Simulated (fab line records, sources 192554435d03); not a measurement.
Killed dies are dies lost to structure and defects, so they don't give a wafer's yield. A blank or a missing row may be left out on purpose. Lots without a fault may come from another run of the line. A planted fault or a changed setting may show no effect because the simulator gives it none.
One fault seen from 2 desks | flow n5_finfet | each desk has only its own numbers; what lay behind them comes last

THE TOOL OWNER'S DESK: hp_anneal-01
The tool's own readings at N5_MOL_CONTACT_COAG_ANNEAL_112 (time 1800 s): means of the sampled wafers that have a number, for each lot that ran on this tool. A lot is out of limits, marked OUT, if its mean lies more than 4 standard deviations from the usual mean; the brackets give that distance. Of its 11 readings 7 are shown: the one that was out of limits first, and those that lie furthest out on some lot.
Columns: A = spike_tc_bottom_C at N5_MOL_CONTACT_COAG_ANNEAL_112, usual 426.0 C; B = spike_tc_centre_C at N5_MOL_CONTACT_COAG_ANNEAL_112, usual 400.3 C; C = spike_tc_lower_C at N5_MOL_CONTACT_COAG_ANNEAL_112, usual 399.9 C; D = spike_tc_top_C at N5_MOL_CONTACT_COAG_ANNEAL_112, usual 430.3 C; E = spike_tc_upper_C at N5_MOL_CONTACT_COAG_ANNEAL_112, usual 400.4 C; F = wafer_temp_C_max at N5_MOL_CONTACT_COAG_ANNEAL_112, usual 402.2; G = zone_power_bottom_pct at N5_MOL_CONTACT_COAG_ANNEAL_112, usual 12.03 %
lot  | first seen here | A                | B               | C                | D                | E                | F               | G
L869 | day 5 21:23     | 425.7            | 400.0           | 400.0            | 430.9            | 401.2            | 402.6           | 11.93
L874 | day 6 23:11     | 425.7            | 399.2           | 399.3            | 429.7            | 401.3            | 402.1           | 12.04
L876 | day 7 12:05     | 425.6            | 399.9           | 400.9            | 428.2            | 401.2            | 402.4           | 11.98
L877 | day 7 22:04     | 425.1            | 400.6           | 400.8            | 429.9            | 400.0            | 402.4           | 12.04
L879 | day 8 08:04     | 426.4            | 400.8           | 400.2            | 431.2            | 400.1            | 402.1           | 12.07
L880 | day 8 15:37     | 416.5 (-8.7) OUT | 390.9 (-10) OUT | 391.0 (-9.7) OUT | 421.7 (-7.8) OUT | 391.4 (-8.2) OUT | 392.5 (-20) OUT | 11.57 (-4.2) OUT
L881 | day 8 18:37     | 416.8 (-8.4) OUT | 391.2 (-10) OUT | 390.2 (-11) OUT  | 421.4 (-8.1) OUT | 391.3 (-8.3) OUT | 392.9 (-19) OUT | 11.53 (-4.5) OUT
L882 | day 9 02:25     | 416.8 (-8.4) OUT | 390.0 (-11) OUT | 391.2 (-9.5) OUT | 420.3 (-9.1) OUT | 390.6 (-8.9) OUT | 392.3 (-20) OUT | 11.64
L883 | day 9 06:35     | 417.1 (-8.1) OUT | 391.0 (-10) OUT | 390.0 (-11) OUT  | 422.2 (-7.3) OUT | 390.4 (-9.1) OUT | 392.7 (-19) OUT | 11.44 (-5.4) OUT
This desk's finding: out of limits on L880, L881, L882, L883; first on L880, day 8 15:37 (spike_tc_bottom_C at N5_MOL_CONTACT_COAG_ANNEAL_112). In limits: L869, L874, L876, L877, L879.

THE METROLOGY DESK
What the gauges read, lot by lot, whatever tool the lot ran on: means of the sampled wafers that have a number. A lot is out of limits, marked OUT, if its mean lies more than 4 standard deviations from the usual mean; the brackets give that distance. Of its 11 readings 7 are shown: those that lie furthest out on some lot.
Columns: A = cd_nm at N5_MOL_CONTACT_COAG_CD_MEAS_101, usual 16.0 nm; B = DIBL_P at N5_BEOL_M4_RC_MEAS_101, usual 36.3 mV/V; C = IOFF_N at N5_BEOL_M4_RC_MEAS_101, usual 0.16 nA/um; D = IOFF_P at N5_BEOL_M4_RC_MEAS_101, usual 0.21 nA/um; E = ION_P at N5_BEOL_M4_RC_MEAS_101, usual 465 uA/um; F = SS_P at N5_BEOL_M4_RC_MEAS_101, usual 73.3 mV/dec; G = VT_P at N5_BEOL_M4_RC_MEAS_101, usual -250.0 mV
lot  | first seen here | A    | B    | C    | D    | E   | F    | G
L869 | day 5 17:49     | 15.9 | 36.6 | 0.16 | 0.20 | 458 | 73.8 | -252.4
L874 | day 6 22:25     | 16.7 | 34.3 | 0.13 | 0.19 | 464 | 72.7 | -250.5
L876 | day 7 11:19     | 15.8 | 35.6 | 0.15 | 0.22 | 466 | 73.7 | -248.2
L877 | day 7 21:17     | 15.5 | 35.1 | 0.15 | 0.21 | 465 | 73.5 | -249.9
L879 | day 8 07:17     | 15.8 | 40.2 | 0.24 | 0.30 | 480 | 73.7 | -246.4
L880 | day 8 14:49     | 15.9 | 40.3 | 0.22 | 0.24 | 464 | 74.5 | -250.9
L881 | day 8 17:25     | 15.9 | 36.4 | 0.17 | 0.22 | 461 | 74.4 | -250.5
L882 | day 9 01:39     | 15.3 | 38.6 | 0.21 | 0.24 | 461 | 74.3 | -250.5
L883 | day 9 05:47     | 16.0 | 34.1 | 0.13 | 0.15 | 450 | 72.9 | -258.2
This desk's finding: nothing out of limits on any of the 9 lots.

PUT TOGETHER
The tool owner's desk could have raised an alarm at day 8 15:37, on L880, L881, L882, L883.
The metrology desk saw nothing out of limits.
The metrology desk has L880, L881, L882, L883 on record, within its limits.
Of the lots named, all ran N5_MOL_CONTACT_COAG_ANNEAL_112 on hp_anneal-01.

WHAT THE SIMULATOR HAD PUT IN
Process parameter drift: hp_anneal-01, from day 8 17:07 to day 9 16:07, at N5_MOL_CONTACT_COAG_ANNEAL_112. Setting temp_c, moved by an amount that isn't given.
Lots struck among those shown: L880, L881, L882, L883.
